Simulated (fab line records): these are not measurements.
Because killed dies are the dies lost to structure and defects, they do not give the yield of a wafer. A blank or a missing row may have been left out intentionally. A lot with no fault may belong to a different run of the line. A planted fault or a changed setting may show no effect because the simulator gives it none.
fab line records	flow n5-finfet
record lots=8	wafers=23	last-day=18
route steps=1938 shown BEOL_M4@1111 BEOL_M10@1471 PASSIVATION@1936
lots untouched by any fault: they come from a run of this same line in which no faults occurred
start-h: start of the lot's first displayed wafer, in hours after the record's first day	wait-h: hours elapsed since this lot's preceding step	" repeats the value in the row above	L1.1+2: several wafers, shown together as one row	- no value present, or no start provided	* or withheld: withheld	< > ~ a bound
route shown NAME@n: NAME is a module with steps in the file, n the number in the route of the first one	usual: mean and standard deviation over wafers with no fault	same: alike in all rows	chamber/n: place in a boat	sites: the reading at each site	_std_site: the values' standard deviation	_edge_site: mean of outer sites minus mean of inner sites	radius-mm: how far each site lies from the wafer's centre	mask NAME#n: copy n	behind: tool/chamber where the wafer was last shaped	hold: why the lot went on hold/how many hours it stayed there/how the hold came to an end	device: whichever transistor did not switch (one of n, p or np)	end of line: the same wafers' tests at the end of the route	a step without rows: its recipe alone	killed: count of dies lost to structure and defects at first sort (not the wafer's yield)	map: shows each die of a wafer: x if killed, . if not, _ if none is there
set.NAME: the setting as run; set.NAME@STEP: as run at that earlier step	model.NAME: the simulator's own value behind a step, which no gauge read
route steps across a sampled set of lots; one table per step, one row per wafer
services: a tool's chamber out of use, with start hour (start-h, from the record's first day; less than 0 if before it), hours out, and reason
## steps
# step N5_BEOL_M4_RC_MEAS_101
# usual DIBL_N=36.3/1.6	DIBL_P=36.4/1.8	IOFF_N=0.163/0.027	IOFF_P=0.22/0.033	ION_N=673/9.8	ION_P=461/6.7	SS_N=71.5/0.58	SS_P=73.4/0.67	VT_N=249.4/2.9	VT_P=-250/3.2
lot.wafer	tool	chamber	start-h	wait-h	DIBL_N[mV/V]	DIBL_P[mV/V]	IOFF_N[nA/um]	IOFF_P[nA/um]	ION_N[uA/um]	ION_P[uA/um]	SS_N[mV/dec]	SS_P[mV/dec]	VT_N[mV]	VT_P[mV]
L576.2	prober-01	0	161.77	0.2	39.0	37.8	0.186	0.23	678	462	72.0	74.6	251.1	-251
L576.3	"	0	"	"	38.1	36.5	0.169	0.21	672	459	71.9	74.4	250.7	-252
L576.4	"	0	"	"	39.1	37.2	0.187	0.21	677	455	72.7	74.4	249.9	-253
L581.4	prober-02	0	193.91	0.5	37.5	38.8	0.206	0.25	685	461	71.4	74.3	244.0	-250
L581.5	"	0	"	"	36.8	37.7	0.191	0.24	680	467	70.7	74.0	245.5	-250
L581.6	"	0	"	"	38.1	38.8	0.217	0.26	689	462	71.6	74.1	244.4	-248
L584.1	prober-02	0	215.75	0.0	37.0	37.4	0.170	0.22	668	466	71.4	74.3	249.8	-250
L584.3	"	0	"	"	36.4	37.1	0.159	0.22	673	467	71.2	74.1	250.8	-249
L586.2	prober-02	0	232.18	0.2	38.2	38.3	0.184	0.23	677	464	72.2	73.8	245.9	-250
L586.3	"	0	"	"	37.4	37.8	0.169	0.21	675	458	72.1	73.3	250.3	-250
L586.5	"	0	"	"	38.1	38.4	0.189	0.22	673	458	71.9	73.1	247.2	-250
L592.1	prober-01	0	275.69	0.0	36.1	37.0	0.163	0.24	678	473	70.3	73.1	248.3	-246
L592.3	"	0	"	"	37.3	37.8	0.177	0.24	674	461	71.6	73.2	250.2	-248
L592.6	"	0	"	"	37.4	38.8	0.175	0.26	680	468	71.3	74.1	249.1	-248
L593.1	prober-01	0	278.31	0.0	36.2	36.6	0.168	0.22	667	461	71.5	73.2	247.4	-252
L593.3	"	0	"	"	36.8	36.9	0.187	0.24	687	469	71.9	73.2	247.5	-248
L593.4	"	0	"	"	36.7	36.3	0.175	0.22	673	463	71.9	73.4	250.4	-248
L597.1	prober-01	0	305.85	0.0	36.0	35.9	0.157	0.21	674	462	71.7	72.1	250.2	-251
L597.3	"	0	"	"	36.3	36.8	0.166	0.24	676	460	70.6	73.6	248.4	-248
L597.5	"	0	"	"	34.8	35.0	0.144	0.20	675	463	71.6	72.4	248.0	-250
L599.3	prober-01	0	310.43	0.3	35.2	34.7	0.139	0.20	669	466	70.9	72.6	248.6	-249
L599.4	"	0	"	"	34.3	33.2	0.117	0.18	660	462	69.9	72.3	254.4	-250
L599.5	"	0	"	"	35.2	34.4	0.132	0.19	676	464	71.0	72.6	252.6	-250
# step N5_BEOL_M10_CURE_71
# recipe temp-c=385	time-s=240	ambient=He/Ar	material=SiCOH_lowk
# usual lamp-power-pct=52.32/0.064	wafer_temp_C_max=386.9/0.63
lot.wafer	tool	chamber	start-h	wait-h	lamp-power-pct	wafer_temp_C_max
L576.2	uv-cure-03	2	204.38	0.2	52.31	387.4
L576.3	"	2	"	"	52.25	387.7
L576.4	"	2	"	"	52.27	387.2
L581.4	uv-cure-02	2	248.56	0.9	52.25	386.0
L581.5	"	2	"	"	52.27	386.1
L581.6	"	2	"	"	52.48	385.4
L584.1	uv-cure-02	2	261.84	0.0	52.27	385.9
L584.3	"	2	"	"	52.34	385.8
L586.2	uv-cure-03	2	284.12	0.4	52.25	387.3
L586.3	"	2	"	"	52.19	387.3
L586.5	"	2	"	"	52.37	386.8
L592.1	uv-cure-03	1	319.70	0.0	52.38	386.6
L592.3	"	1	"	"	52.34	387.7
L592.6	"	1	"	"	52.31	387.3
L593.1	uv-cure-01	0	319.80	0.0	52.27	387.5
L593.3	"	0	"	"	52.31	387.8
L593.4	"	0	"	"	52.32	386.6
L597.1	uv-cure-03	0	360.16	0.0	52.33	387.0
L597.3	"	0	"	"	52.36	386.6
L597.5	"	0	"	"	52.38	387.1
L599.3	uv-cure-03	2	373.04	0.2	52.43	386.8
L599.4	"	2	"	"	52.27	386.4
L599.5	"	2	"	"	52.41	387.3
# step N5_BEOL_M10_HM_DEP_02
# recipe material=TiN	target-thk-a=200	temp-c=25	chamber-pressure-pa=0.49996
# usual substrate-temp-c=24.99/0.11	throttle-valve-pct=30.1/0.9
lot.wafer	tool	chamber	start-h	wait-h	substrate-temp-c	throttle-valve-pct
L576.2	pvd-sputter-01	-	208.65	3.8	24.92	28.5
L576.3	"	-	"	"	24.88	29.8
L576.4	"	-	"	"	25.05	30.8
L581.4	pvd-sputter-01	-	249.17	0.0	25.07	30.7
L581.5	"	-	"	"	25.06	29.9
L581.6	"	-	"	"	25.10	28.9
L584.1	pvd-sputter-01	-	264.10	1.2	25.10	28.7
L584.3	"	-	"	"	24.95	30.8
L586.2	pvd-sputter-03	-	286.91	2.3	24.99	28.9
L586.3	"	-	"	"	25.06	30.2
L586.5	"	-	"	"	25.12	28.9
L592.1	pvd-sputter-02	-	323.67	3.4	24.81	29.6
L592.3	"	-	"	"	25.10	30.0
L592.6	"	-	"	"	25.10	31.6
L593.1	pvd-sputter-03	-	323.77	3.4	24.99	29.2
L593.3	"	-	"	"	25.07	31.3
L593.4	"	-	"	"	25.02	31.5
L597.1	pvd-sputter-01	-	363.60	2.9	24.97	28.4
L597.3	"	-	"	"	24.89	29.4
L597.5	"	-	"	"	24.96	30.7
L599.3	pvd-sputter-02	-	375.65	2.2	25.06	29.6
L599.4	"	-	"	"	25.08	30.1
L599.5	"	-	"	"	24.97	30.1
# step N5_BEOL_M10_ETCH_62
# recipe chemistry=N2/H2	target=SOC	target-depth-a=1100	overetch-a=220	mask-material=SiARC	temp-c=40	time-s=165	ion-energy-ev=200	pressure-mtorr=30	source-w=840	bias-w=150	n2-flow-sccm=200	h2-flow-sccm=200
# usual drypump-motor-current-A=5.9/0.56	oes-product-au=0.68/0.062	rf-vpp-V=524.3/2.5	showerhead-plenum-p-Torr=2.56/0.086	throttle-valve-pct=17.93/0.22
lot.wafer	tool	chamber	start-h	wait-h	drypump-motor-current-A	oes-product-au	rf-hours-counter-h	rf-vpp-V	showerhead-plenum-p-Torr	throttle-valve-pct
L576.2	rie-diel-01	2	209.34	0.0	6.8	0.64	165	524.3	2.54	17.81
L576.3	"	3	"	"	5.4	0.64	150	522.4	2.55	18.22
L576.4	"	1	"	"	6.0	0.73	61	524.6	2.58	18.03
L581.4	rie-diel-01	3	249.72	0.0	5.5	0.63	164	523.7	2.55	18.24
L581.5	"	0	"	"	5.2	0.75	-	522.4	2.49	17.64
L581.6	"	3	"	"	5.4	0.63	-	523.6	2.55	18.24
L584.1	rie-diel-01	3	264.64	0.0	5.4	0.58	168	523.6	2.55	18.25
L584.3	"	1	"	"	6.0	0.66	82	524.2	2.57	18.08
L586.2	rie-diel-01	3	287.65	0.0	5.4	0.62	178	522.8	2.54	18.27
L586.3	"	0	"	"	5.2	0.69	50	523.0	2.48	17.66
L586.5	"	2	"	"	6.8	0.62	-	524.7	2.52	17.87
L592.1	rie-diel-05	0	324.40	0.0	6.6	0.64	158	525.7	2.65	17.83
L592.3	"	3	"	"	5.9	0.73	66	526.6	2.68	17.92
L592.6	"	2	"	"	5.7	0.68	-	523.9	2.57	18.12
L593.1	rie-diel-02	3	324.57	0.0	5.7	0.60	216	525.8	2.62	18.00
L593.3	"	0	"	"	6.0	0.76	38	528.3	2.70	17.52
L593.4	"	1	"	"	5.5	0.60	227	520.4	2.41	17.94
L597.1	rie-diel-01	3	364.22	0.0	5.5	0.60	208	523.6	2.53	18.31
L597.3	"	0	"	"	5.2	0.69	80	522.1	2.47	17.70
L597.5	"	3	"	"	5.4	0.59	-	523.2	2.53	18.32
L599.3	rie-diel-01	2	376.34	0.0	6.8	0.60	230	523.0	2.51	17.94
L599.4	"	1	"	"	6.0	0.67	112	524.2	2.56	18.12
L599.5	"	0	"	"	5.2	0.69	-	522.2	2.47	17.72
# step N5_BEOL_M10_HM_OPEN_17
# recipe chemistry=Cl2/BCl3	target-depth-a=200	overetch-a=60	target=TiN	mask-material=SOC	ion-energy-ev=150	pressure-mtorr=10	icp-w=1000	bias-w=126	Cl2_flow_sccm=53.25	bcl3-flow-sccm=21.75	Ar_flow_sccm=25
# usual bcl3-flow-sccm=21.75/0.062	drypump-motor-current-A=5.7/0.46	he-backside-leak-sccm=3.37/0.23	oes_ar_750_au=0.79/0.047	oes-product-au=0.67/0.041	throttle-valve-pct=22.02/0.14
lot.wafer	tool	chamber	start-h	wait-h	bcl3-flow-sccm	drypump-motor-current-A	he-backside-leak-sccm	oes_ar_750_au	oes-product-au	rf-hours-counter-h	throttle-valve-pct
L576.2	rie-metal-03	1	209.52	0.0	21.84	5.0	5.06	0.78	0.66	39	21.95
L576.3	"	0	"	"	21.67	5.9	3.42	0.76	0.64	-	22.14
L576.4	"	1	"	"	21.69	5.0	3.28	0.78	0.66	-	21.94
L581.4	rie-metal-03	1	249.93	0.1	21.66	5.0	3.43	0.77	0.65	-	21.96
L581.5	"	0	"	"	21.74	5.9	3.45	0.75	0.63	-	22.17
L581.6	"	1	"	"	21.72	5.0	3.46	0.77	0.65	-	21.96
L584.1	rie-metal-01	0	264.83	0.0	21.69	5.6	3.11	0.84	0.31	18	22.71
L584.3	"	0	"	"	21.69	5.6	3.22	0.84	0.36	-	22.65
L586.2	rie-metal-01	0	287.84	0.0	21.77	5.6	3.10	0.83	0.71	20	22.08
L586.3	"	0	"	"	21.77	5.6	3.31	0.84	0.34	-	22.68
L586.5	"	0	"	"	21.83	5.6	3.23	0.84	0.71	-	22.09
L592.1	rie-metal-03	1	324.59	0.0	21.77	5.0	3.32	0.76	0.63	48	21.97
L592.3	"	1	"	"	21.64	5.0	3.43	0.75	0.63	-	21.98
L592.6	"	1	"	"	21.75	5.0	3.37	0.76	0.64	-	21.99
L593.1	rie-metal-01	1	324.75	0.0	21.70	6.4	3.41	0.78	0.65	51	21.98
L593.3	"	1	"	"	21.72	6.4	3.57	0.78	0.65	-	21.99
L593.4	"	0	"	"	21.74	5.6	3.21	0.82	0.70	-	22.10
L597.1	rie-metal-03	0	364.41	0.0	21.77	5.9	3.11	0.73	0.62	69	22.19
L597.3	"	1	"	"	21.87	5.0	3.61	0.74	0.63	-	21.95
L597.5	"	0	"	"	21.69	5.9	3.21	0.72	0.62	-	22.17
L599.3	rie-metal-02	0	376.56	0.1	21.69	5.3	3.53	0.77	0.66	-	22.20
L599.4	"	1	"	"	21.77	5.8	3.40	0.87	0.73	-	21.71
L599.5	"	0	"	"	21.69	5.3	3.75	0.77	0.66	-	22.19
# step N5_BEOL_M10_STRIP_19
# recipe chemistry=O2	power-w=400	temp-c=40	pressure-mtorr=30	rf-frequency-hz=6e+07	bias-power-w=0	overash-fraction=0.2	o2-flow-sccm=225
# usual drypump-motor-current-A=5.8/0.53	oes-product-au=0.80/0.085	rf-vpp-V=3.6/0.57	showerhead-plenum-p-Torr=2.11/0.085	throttle-valve-pct=16.72/0.21
lot.wafer	tool	chamber	start-h	wait-h	drypump-motor-current-A	oes-product-au	rf-hours-counter-h	rf-vpp-V	showerhead-plenum-p-Torr	throttle-valve-pct
L576.2	rie-diel-02	2	209.80	0.2	5.1	0.88	23	3.4	2.05	16.43
L576.3	"	3	"	"	5.7	0.72	186	3.5	2.17	16.81
L576.4	"	1	"	"	5.5	0.71	196	4.0	2.00	16.78
L581.4	rie-diel-02	2	250.13	0.2	5.1	0.86	35	3.9	2.05	16.44
L581.5	"	2	"	"	5.1	0.87	-	3.8	2.05	16.44
L581.6	"	1	"	"	5.5	0.71	-	3.1	2.00	16.81
L584.1	rie-diel-02	2	264.94	0.1	5.1	0.86	38	3.7	2.04	16.44
L584.3	"	3	"	"	5.7	0.71	204	2.8	2.16	16.85
L586.2	rie-diel-01	2	288.16	0.3	6.8	0.71	195	5.0	2.07	16.73
L586.3	"	1	"	"	5.9	0.81	91	4.0	2.12	16.93
L586.5	"	1	"	"	5.9	0.81	-	3.5	2.12	16.92
L592.1	rie-diel-02	3	324.73	0.1	5.7	0.70	217	3.1	2.16	16.86
L592.3	"	1	"	"	5.4	0.69	227	2.9	1.99	16.85
L592.6	"	1	"	"	5.5	0.69	-	3.4	1.99	16.84
L593.1	rie-diel-05	1	324.87	0.1	6.8	0.98	2	2.3	2.25	16.47
L593.3	"	0	"	"	6.6	0.76	158	4.4	2.19	16.68
L593.4	"	3	"	"	6.0	0.85	66	3.1	2.22	16.77
L597.1	rie-diel-05	1	364.56	0.1	6.7	0.92	16	3.5	2.24	16.50
L597.3	"	2	"	"	5.7	0.80	104	4.3	2.12	17.00
L597.5	"	3	"	"	5.9	0.85	-	3.9	2.22	16.82
L599.3	rie-diel-02	2	376.64	0.1	5.1	0.83	67	3.7	2.03	16.53
L599.4	"	1	"	"	5.4	0.69	242	3.5	1.98	16.87
L599.5	"	2	"	"	5.1	0.82	-	5.2	2.03	16.50
# step N5_BEOL_M10_CD_MEAS_18
# recipe pitch-nm=140	target-cd-nm=70
# usual cd-nm=70.2/0.56
lot.wafer	tool	chamber	start-h	wait-h	cd-nm
L576.2	cd-sem-02	-	209.87	0.1	70.5
L576.3	"	-	"	"	70.6
L576.4	"	-	"	"	70.6
L581.4	cd-sem-01	-	250.21	0.1	70.2
L581.5	"	-	"	"	70.0
L581.6	"	-	"	"	70.7
L584.1	cd-sem-02	-	265.01	0.0	-
L584.3	"	-	"	"	-
L586.2	cd-sem-03	-	288.23	0.1	70.5
L586.3	"	-	"	"	-
L586.5	"	-	"	"	71.0
L592.1	cd-sem-02	-	324.80	0.0	69.9
L592.3	"	-	"	"	70.2
L592.6	"	-	"	"	70.1
L593.1	cd-sem-02	-	324.93	0.0	69.6
L593.3	"	-	"	"	69.6
L593.4	"	-	"	"	69.8
L597.1	cd-sem-01	-	364.63	0.0	70.3
L597.3	"	-	"	"	70.2
L597.5	"	-	"	"	70.3
L599.3	cd-sem-03	-	376.72	0.1	70.1
L599.4	"	-	"	"	69.9
L599.5	"	-	"	"	70.6
# step N5_BEOL_M10_OCD_MEAS_38
# usual trench-depth-nm=147.6/2.4
lot.wafer	tool	chamber	start-h	wait-h	trench-depth-nm
L576.2	ocd-02	-	211.51	-	147.0
L576.3	"	-	"	"	147.9
L576.4	"	-	"	"	151.5
L581.4	ocd-01	-	253.02	-	148.1
L581.5	"	-	"	"	146.0
L581.6	"	-	"	"	149.6
L584.1	ocd-01	-	266.83	-	-
L584.3	"	-	"	"	-
L586.2	ocd-02	-	293.10	-	146.3
L586.3	"	-	"	"	-
L586.5	"	-	"	"	147.3
L593.1	ocd-01	-	327.79	-	146.4
L593.3	"	-	"	"	150.4
L593.4	"	-	"	"	149.8
L592.1	ocd-02	-	328.24	-	144.4
L592.3	"	-	"	"	147.1
L592.6	"	-	"	"	148.9
L597.1	ocd-02	-	368.80	-	149.8
L597.3	"	-	"	"	148.0
L597.5	"	-	"	"	145.0
L599.3	ocd-02	-	377.58	-	144.1
L599.4	"	-	"	"	149.6
L599.5	"	-	"	"	145.2
# step N5_PASSIVATION_PROBE_49
# usual defect-limited-yield=91.6/1.4	killed_at_M0_to_M3=30/8.7	killed_at_M4_up=14/5.4	killed-at-contacts=11/6.4	killed-at-front-end=40/12	killed-at-other=3/3.1	killed-dies=99/17	killed-on-rim=13/3.8	killed-open=64/12	killed-short=33/8.1	sort_bin_5_function=4.9/0.88	sort_bin_6_memory=3.1/0.69	sort-n-pass=1081/17	sort-yield-pct=91.6/1.4
# same gross-dies=1180	killed-at-back-side=0	sort_bin_4_leakage[%]=0	sort_bin_8_speed[%]=0
lot.wafer	tool	chamber	start-h	wait-h	defect-limited-yield[%]	killed_at_M0_to_M3	killed_at_M4_up	killed-at-contacts	killed-at-front-end	killed-at-other	killed-dies	killed-on-rim	killed-open	killed-short	sort_bin_5_function[%]	sort_bin_6_memory[%]	sort-n-pass	sort-yield-pct[%]
L576.2	prober-02	-	262.72	0.1	91.7	24	7	12	54	1	98	13	60	36	5.2	3.1	1082	91.7
L576.3	prober-02	-	262.77	0.1	91.4	29	15	19	32	7	102	12	69	32	4.6	3.9	1078	91.4
L576.4	prober-02	-	262.82	0.2	93.6	20	5	11	34	5	75	5	55	20	4.7	1.7	1105	93.6
L581.4	prober-02	-	309.17	0.2	90.3	29	11	14	55	6	115	20	73	40	5.5	3.9	1065	90.3
L581.5	prober-02	-	309.22	0.2	90.9	33	12	13	49	0	107	11	64	41	4.6	4.2	1073	90.9
L581.6	prober-02	-	309.27	0.3	93.3	24	9	14	28	4	79	12	48	31	3.8	2.5	1101	93.3
L584.1	prober-01	-	320.05	0.0	0	31	1105	15	25	4	1180	152	60	27	96.9	3.1	0	0
L584.3	prober-01	-	320.15	0.1	0	35	1098	11	33	3	1180	152	65	27	96.8	2.8	0	0
L586.2	prober-02	-	346.90	0.1	89.7	40	24	7	51	0	122	14	87	35	6.4	3.6	1058	89.7
L586.3	prober-02	-	346.95	0.1	0	32	1098	7	41	2	1180	152	57	39	95.9	3.6	0	0
L586.5	prober-02	-	347.05	0.2	93.5	19	13	3	42	0	77	13	41	36	3.7	2.4	1103	93.5
L593.1	prober-02	-	388.34	0.0	88.0	44	13	28	53	4	142	24	90	45	7.8	3.6	1038	88.0
L593.3	prober-02	-	388.44	0.1	88.8	43	13	31	39	6	132	20	86	43	6.6	4.1	1048	88.8
L593.4	prober-02	-	388.49	0.2	87.8	23	11	38	58	14	144	16	81	59	7.4	4.7	1036	87.8
L592.1	prober-02	-	396.67	0.0	92.6	30	17	9	27	4	87	10	54	31	4.5	2.5	1093	92.6
L592.3	prober-02	-	396.77	0.1	91.3	33	21	6	43	0	103	17	73	21	4.8	3.1	1077	91.3
L592.6	prober-02	-	396.92	0.3	92.6	30	15	4	38	0	87	11	57	28	4.5	2.5	1093	92.6
L597.1	prober-01	-	417.59	0.0	91.8	37	20	6	33	1	97	12	61	33	5.3	2.7	1083	91.8
L597.3	prober-01	-	417.69	0.1	90.8	41	14	10	40	4	109	15	70	36	5.5	3.3	1071	90.8
L597.5	prober-01	-	417.79	0.2	90.7	27	25	4	52	2	110	10	72	38	5.6	3.3	1070	90.7
L599.3	prober-01	-	429.04	0.1	93.8	23	15	7	28	0	73	6	40	33	3.6	2.5	1107	93.8
L599.4	prober-01	-	429.09	0.2	91.5	40	7	11	42	0	100	15	68	30	4.6	3.4	1080	91.5
L599.5	prober-01	-	429.14	0.2	91.5	24	20	17	36	3	100	15	71	29	5.2	3.2	1080	91.5
# killed by level:class
L576.2 STI_FIN_REVEAL:geometric-particle:open=16 FIN_SAQP:geometric-particle:short=10 MOL_CONTACT_COAG:geometric-particle:open=9 BEOL_M3:geometric-particle:open=9 BEOL_M1:geometric-particle:open=7 FIN_SAQP:geometric-particle:open=5 GATE_CUT:geometric-particle:short=4 BEOL_M0_SAQP:geometric-particle:short=4
L576.3 MOL_CONTACT_COAG:geometric-particle:open=13 FIN_SAQP:geometric-particle:open=11 BEOL_M3:geometric-particle:open=9 FIN_SAQP:geometric-particle:short=7 BEOL_M4:geometric-particle:open=7 MOL_CONTACT_COAG:geometric-particle:short=6 BEOL_M0_SAQP:geometric-particle:short=6 BEOL_M0_SAQP:geometric-particle:open=5
L576.4 BEOL_M3:geometric-particle:open=13 FIN_SAQP:geometric-particle:open=8 MOL_CONTACT_COAG:geometric-particle:short=6 MOL_CONTACT_COAG:geometric-particle:open=5 FIN_SAQP:geometric-particle:short=4 STARTING-WAFER:geometric-particle:open=4 DUMMY_GATE:geometric-particle:open=3 ILD0:geometric-particle:open=3
L581.4 FIN_SAQP:geometric-particle:open=18 MOL_CONTACT_COAG:geometric-particle:open=13 FIN_SAQP:geometric-particle:short=12 BEOL_M0_SAQP:geometric-particle:short=9 BEOL_M0_SAQP:geometric-particle:open=7 BEOL_M4:geometric-particle:open=5 GATE_CUT:geometric-particle:short=4 GATE_CUT:geometric-particle:open=4
L581.5 FIN_SAQP:geometric-particle:open=17 BEOL_M1:geometric-particle:short=15 MOL_CONTACT_COAG:geometric-particle:open=9 FIN_SAQP:geometric-particle:short=8 DUMMY_GATE:geometric-particle:open=6 BEOL_M4:geometric-particle:open=6 BEOL_M0_SAQP:geometric-particle:short=5 STARTING-WAFER:geometric-particle:short=5
L581.6 MOL_CONTACT_COAG:geometric-particle:open=12 FIN_SAQP:geometric-particle:short=9 FIN_SAQP:geometric-particle:open=9 BEOL_M1:geometric-particle:short=8 BEOL_M1:geometric-particle:open=6 BEOL_M4:geometric-particle:open=5 BEOL_M3:geometric-particle:short=3 STI_FIN_REVEAL:geometric-particle:open=2
L584.1 BEOL_M10:area-etch=1093 MOL_CONTACT_COAG:geometric-particle:open=13 BEOL_M0_SAQP:geometric-particle:short=8 BEOL_M3:geometric-particle:open=8 STI_FIN_REVEAL:geometric-particle:open=6 BEOL_M0_SAQP:geometric-particle:open=6 DUMMY_GATE:geometric-particle:open=5 BEOL_M3:geometric-particle:short=5
L584.3 BEOL_M10:area-etch=1087 MOL_CONTACT_COAG:geometric-particle:open=11 BEOL_M3:geometric-particle:open=11 BEOL_M3:geometric-particle:short=9 STI_FIN_REVEAL:geometric-particle:open=8 FIN_SAQP:geometric-particle:open=7 FIN_SAQP:geometric-particle:short=5 BEOL_M0_SAQP:geometric-particle:open=5
L586.2 DUMMY_GATE:geometric-particle:open=11 BEOL_M4:geometric-particle:open=10 FIN_SAQP:geometric-particle:short=9 BEOL_M0_SAQP:geometric-particle:open=9 BEOL_M1:geometric-particle:open=8 BEOL_M3:geometric-particle:open=8 FIN_SAQP:geometric-particle:open=6 STI_FIN_REVEAL:geometric-particle:open=6
L586.3 BEOL_M10:area-etch=1084 BEOL_M0_SAQP:geometric-particle:short=13 STI_FIN_REVEAL:geometric-particle:open=8 MOL_CONTACT_COAG:geometric-particle:open=7 DUMMY_GATE:geometric-particle:open=6 FIN_SAQP:geometric-particle:short=5 BEOL_M0_SAQP:geometric-particle:open=5 GATE_CUT:geometric-particle:short=5
L586.5 STI_FIN_REVEAL:geometric-particle:open=9 BEOL_M0_SAQP:geometric-particle:short=8 DUMMY_GATE:geometric-particle:open=6 GATE_CUT:geometric-particle:short=6 FIN_SAQP:geometric-particle:short=4 STI_FIN_REVEAL:geometric-particle:short=4 DUMMY_GATE:geometric-particle:short=4 BEOL_M1:geometric-particle:open=4
L593.1 MOL_CONTACT_COAG:geometric-particle:open=25 STI_FIN_REVEAL:geometric-particle:open=12 BEOL_M0_SAQP:geometric-particle:short=12 GATE_CUT:geometric-particle:short=8 BEOL_M2:geometric-particle:open=8 BEOL_M0_SAQP:geometric-particle:open=7 BEOL_M3:geometric-particle:open=7 FIN_SAQP:geometric-particle:short=6
L593.3 MOL_CONTACT_COAG:geometric-particle:open=23 BEOL_M0_SAQP:geometric-particle:open=15 STI_FIN_REVEAL:geometric-particle:open=10 BEOL_M0_SAQP:geometric-particle:short=10 BEOL_M3:geometric-particle:open=9 FIN_SAQP:geometric-particle:open=8 MOL_CONTACT_COAG:geometric-particle:short=8 STI_FIN_REVEAL:geometric-particle:short=6
L593.4 MOL_CONTACT_COAG:geometric-particle:open=27 FIN_SAQP:geometric-particle:open=11 MOL_CONTACT_COAG:geometric-particle:short=11 FIN_SAQP:geometric-particle:short=10 STI_FIN_REVEAL:geometric-particle:open=8 GATE_CUT:geometric-particle:short=7 BEOL_M1:geometric-particle:open=5 BEOL_M0_SAQP:geometric-particle:open=5
L592.1 FIN_SAQP:geometric-particle:short=10 FIN_SAQP:geometric-particle:open=9 BEOL_M4:geometric-particle:open=9 BEOL_M0_SAQP:geometric-particle:open=8 MOL_CONTACT_COAG:geometric-particle:open=5 BEOL_M0_SAQP:geometric-particle:short=5 BEOL_M1:geometric-particle:open=5 MOL_CONTACT_COAG:geometric-particle:short=4
L592.3 FIN_SAQP:geometric-particle:open=17 BEOL_M4:geometric-particle:open=15 BEOL_M3:geometric-particle:open=10 BEOL_M0_SAQP:geometric-particle:short=7 HKMG_FIN:area-etch=6 GATE_CUT:geometric-particle:short=5 MOL_CONTACT_COAG:geometric-particle:open=5 BEOL_M0_SAQP:geometric-particle:open=5
L592.6 FIN_SAQP:geometric-particle:open=11 BEOL_M0_SAQP:geometric-particle:open=10 STI_FIN_REVEAL:geometric-particle:open=9 BEOL_M2:geometric-particle:open=8 FIN_SAQP:geometric-particle:short=7 BEOL_M0_SAQP:geometric-particle:short=6 BEOL_M4:geometric-particle:open=5 GATE_CUT:geometric-particle:short=3
L597.1 BEOL_M0_SAQP:geometric-particle:short=13 BEOL_M0_SAQP:geometric-particle:open=11 FIN_SAQP:geometric-particle:short=8 MOL_CONTACT_COAG:geometric-particle:open=6 BEOL_M2:geometric-particle:open=6 FIN_SAQP:geometric-particle:open=5 BEOL_M1:geometric-particle:open=5 BEOL_M4:geometric-particle:open=5
L597.3 BEOL_M0_SAQP:geometric-particle:short=13 BEOL_M2:geometric-particle:open=10 MOL_CONTACT_COAG:geometric-particle:open=9 BEOL_M0_SAQP:geometric-particle:open=9 FIN_SAQP:geometric-particle:open=8 BEOL_M4:geometric-particle:open=7 STI_FIN_REVEAL:geometric-particle:open=6 DUMMY_GATE:geometric-particle:open=6
L597.5 FIN_SAQP:geometric-particle:open=14 FIN_SAQP:geometric-particle:short=13 BEOL_M4:geometric-particle:open=13 BEOL_M0_SAQP:geometric-particle:short=10 DUMMY_GATE:geometric-particle:open=7 STI_FIN_REVEAL:geometric-particle:open=5 BEOL_M0_SAQP:geometric-particle:open=5 STARTING-WAFER:geometric-particle:open=5
L599.3 FIN_SAQP:geometric-particle:short=8 BEOL_M1:geometric-particle:open=6 BEOL_M2:geometric-particle:open=6 BEOL_M4:geometric-particle:open=6 MOL_CONTACT_COAG:geometric-particle:short=4 BEOL_M0_SAQP:geometric-particle:short=4 GATE_CUT:geometric-particle:short=3 MOL_CONTACT_COAG:geometric-particle:open=3
L599.4 BEOL_M2:geometric-particle:open=12 STI_FIN_REVEAL:geometric-particle:open=8 MOL_CONTACT_COAG:geometric-particle:open=8 BEOL_M0_SAQP:geometric-particle:open=7 FIN_SAQP:geometric-particle:short=6 BEOL_M0_SAQP:geometric-particle:short=6 FIN_SAQP:geometric-particle:open=5 DUMMY_GATE:geometric-particle:open=5
L599.5 MOL_CONTACT_COAG:geometric-particle:open=14 BEOL_M0_SAQP:geometric-particle:open=12 FIN_SAQP:geometric-particle:short=7 BEOL_M4:geometric-particle:open=7 STI_FIN_REVEAL:geometric-particle:open=6 BEOL_M0_SAQP:geometric-particle:short=6 FIN_SAQP:geometric-particle:open=5 BEOL_M5:geometric-particle:open=5
## services
tool	chamber	start-h	hours	kind
rie-diel-05	-	187.38	0.9	repair
rie-diel-01	2	196.04	7.1	repair
rie-diel-01	1	201.64	6.7	repair
uv-cure-03	-	222.67	0.8	repair
rie-metal-03	1	223.95	1.0	repair
uv-cure-01	-	227.54	7.5	pm
uv-cure-01	-	235.09	1.0	pm
rie-diel-01	-	241.09	2.8	pm
uv-cure-03	-	247.18	4.3	pm
rie-diel-02	2	258.74	4.7	repair
rie-metal-03	-	274.47	2.8	pm
uv-cure-02	-	279.48	6.0	pm
rie-diel-01	0	293.16	1.2	repair
rie-diel-05	1	303.42	-	clean
rie-diel-05	1	303.42	-	consumable-replace:focus-ring
rie-diel-05	1	303.42	-	consumable-replace:showerhead
rie-diel-05	1	303.42	14.9	scheduled-down
pvd-sputter-03	-	336.40	31.4	repair
rie-diel-01	1	336.96	29.8	repair
uv-cure-01	-	338.62	7.5	pm
rie-diel-01	3	346.95	3.7	repair
pvd-sputter-01	-	351.91	3.6	repair
rie-diel-05	0	358.61	19.6	repair
rie-diel-05	-	359.51	0.3	repair
## key
first-sign step=N5_BEOL_M10_HM_OPEN_17	reading=oes-product-au	direction=down	sigmas=8.1	usual=0.67	struck=0.34
effect step=N5_BEOL_M10_CD_MEAS_18	reading=cd-nm	direction=missing
effect step=N5_BEOL_M10_OCD_MEAS_38	reading=trench-depth-nm	direction=missing
effect step=N5_PASSIVATION_PROBE_49	reading=killed_at_M4_up	direction=up	sigmas=99+	usual=14	struck=1100
more-kills-born-at N5_BEOL_M10_ETCH_62@rie-diel-01=3263
met-at N5_BEOL_M10_ETCH_62
struck-lots L584,L586
struck-wafers L584.1,L584.3,L586.3
later-rows-left-out L584.1,L584.3,L586.3
not-acting-at N5_BEOL_M10_CURE_71,N5_BEOL_M10_HM_DEP_02,N5_BEOL_M10_STRIP_19
onset-between 249.72 264.64
fault kind=process-parameter-drift	tool=rie-diel-01	chamber=-	onset-h=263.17	steps=N5_BEOL_M10_ETCH_62	channel=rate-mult	offset=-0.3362	shape=step	end-h=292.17	scope=struck-wafers-only
# later-rows-left-out: the simulator's readings of these wafers behind a module that went badly wrong aren't trusted and aren't shown, but for the sort
